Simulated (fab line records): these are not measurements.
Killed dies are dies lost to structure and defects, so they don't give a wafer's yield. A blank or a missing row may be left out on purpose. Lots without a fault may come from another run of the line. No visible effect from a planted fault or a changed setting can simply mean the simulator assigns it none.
Problem report, 8D (eight disciplines) form, completed by code :: flow nand_harc :: the parts of the form that need people (team, actions taken, sign-off) are left out

1. PROBLEM STATEMENT
A mean of 617 is read at NHARC_END_SORT_01 for killed_at_array, taken on 1 wafer of 1 lot, against 58 (standard deviation 22) on wafers free of any fault. Relative to the usual mean, that is a shift of +25 standard deviations.
The first sign was on wafer L782.2 at day 26 23:04, on prober-02. At this step, 33 wafers from 11 lots have a number in the record. The rule behind "out" and "out of limits": a value lying over 4 standard deviations away from the usual mean. Any other wafer with a number is counted as sound.

2. WHAT IT IS AND WHAT IT IS NOT
question: which readings at this step
is: killed_at_array, killed_dies
is not: killed_at_other, killed_at_periphery, killed_open, killed_short

question: which lots
is: L782
is not: L776, L777, L778, L779, L790, L791, L792, L795, L797, L799

question: which wafers of those lots
is: L782.2
is not: L782.1, L782.4

question: read on which gauges
is: prober-02
is not: prober-01

question: when
is: from day 26 23:04
is not: up to then (13 sound wafers); but 19 sound wafers of L782, L790, L791, L792, L795, L797, L799 came after

3. THE SUSPECTS, EACH WITH WHAT RULES IT OUT
Counting: any tool at a process step up to the reading remains a suspect provided it ran every lot that is out. Sound lots after the first of them don't rule it out here, since some wafers of a struck lot are sound.
- the gauge at NHARC_END_SORT_01: ruled out. All the wafers that are out were read on prober-02, but those of them that NHARC_A_CHANNEL_HOLE_D2_ETCH_44 has rows for are out there too, on other tools.
- rie_diel-07 at NHARC_A_CHANNEL_HOLE_D2_ETCH_39 (etches the open film in N2/H2, target depth 260 nm, time 325 s): kept. The lot that is out, L782, ran on it at day 16 01:55; the last sound lot it ran before that was L779, at day 15 03:53. Because NHARC_A_CHANNEL_HOLE_D2_ETCH_39 lacks a start for some lots, the hours and order of its lots are taken from NHARC_A_CHANNEL_HOLE_D2_ETCH_44.
- rie_diel-07 at NHARC_A_CHANNEL_HOLE_D2_ETCH_16 (etches the open film in O2/COS, target depth 3100 nm, time 806 s): kept. The lot that is out, L782, ran on it at day 16 01:55; the last sound lot it ran before that was L779, at day 15 03:53. Because NHARC_A_CHANNEL_HOLE_D2_ETCH_16 lacks a start for some lots, the hours and order of its lots are taken from NHARC_A_CHANNEL_HOLE_D2_ETCH_44.
- rie_diel-07 at NHARC_A_CHANNEL_HOLE_D2_ETCH_44 (etches the open film in CF4/O2, target depth 140 nm, overetch 14 nm, time 77 s): kept. The lot that is out, L782, ran on it at day 16 01:55; the last sound lot it ran before that was L779, at day 15 03:53. Out on those wafers are its own readings of oes_product_au.
- In rie_diel-07 at NHARC_A_CHANNEL_HOLE_D2_ETCH_39, the wafers that are out were processed in chamber 2 and their sound lot-mates in chambers 0, 1.
- In rie_diel-07 at NHARC_A_CHANNEL_HOLE_D2_ETCH_16, the wafers that are out were processed in chamber 0 and their sound lot-mates in chambers 2, 3.
- In rie_diel-07 at NHARC_A_CHANNEL_HOLE_D2_ETCH_44, the wafers that are out were processed in chamber 0 and their sound lot-mates in chambers 1, 2.
Left after counting: rie_diel-07 at NHARC_A_CHANNEL_HOLE_D2_ETCH_39, rie_diel-07 at NHARC_A_CHANNEL_HOLE_D2_ETCH_16, rie_diel-07 at NHARC_A_CHANNEL_HOLE_D2_ETCH_44.

4. THE CAUSE (what the simulator had put in)
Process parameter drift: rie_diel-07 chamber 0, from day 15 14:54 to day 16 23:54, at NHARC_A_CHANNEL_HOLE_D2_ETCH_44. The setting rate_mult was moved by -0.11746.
Counting left 3 suspects, and this tool is among them.

5. THE CHAIN OF EFFECTS, in route order
One row per reading whose mean, taken over the struck wafers that have a number, lies over 3 standard deviations from the usual. Readings are gone through only where the record gives a usual standard deviation; hours: the median, over the lots, of the time from a lot's start at the first step in this table giving one to that lot's start at this step; sigmas: the change measured in usual standard deviations.
hours: 0
step: NHARC_A_CHANNEL_HOLE_D2_ETCH_44
reading: oes_product_au
usual: 0.998 a.u.
on struck wafers: 0.924
change: -0.074
sigmas: -6.2

hours: 261
step: NHARC_END_SORT_01
reading: killed_at_array
usual: 58
on struck wafers: 617
change: +559
sigmas: +25

hours: 261
step: NHARC_END_SORT_01
reading: killed_dies
usual: 64
on struck wafers: 622
change: +558
sigmas: +25
It contains these process steps:
- NHARC_A_CHANNEL_HOLE_D2_ETCH_44: etches the open film in CF4/O2, target depth 140 nm, overetch 14 nm, time 77 s.

6. WHAT WOULD HAVE CAUGHT IT SOONER
272 hours passed between the start of the fault at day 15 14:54 and the first reading out of limits at a measuring or inspecting step in this record, taken at day 26 23:04.
At NHARC_A_CHANNEL_HOLE_D2_ETCH_44, the tool's own readings (oes_product_au) were out on each struck wafer the step has a row for, so an alarm limit on them would have fired on the first such wafer.
Each of the lots that are out, 1 in all, had begun NHARC_A_CHANNEL_HOLE_D2_ETCH_44 on rie_diel-07 no later than day 26 23:04. Holding the tool at that point would not have protected any of them.
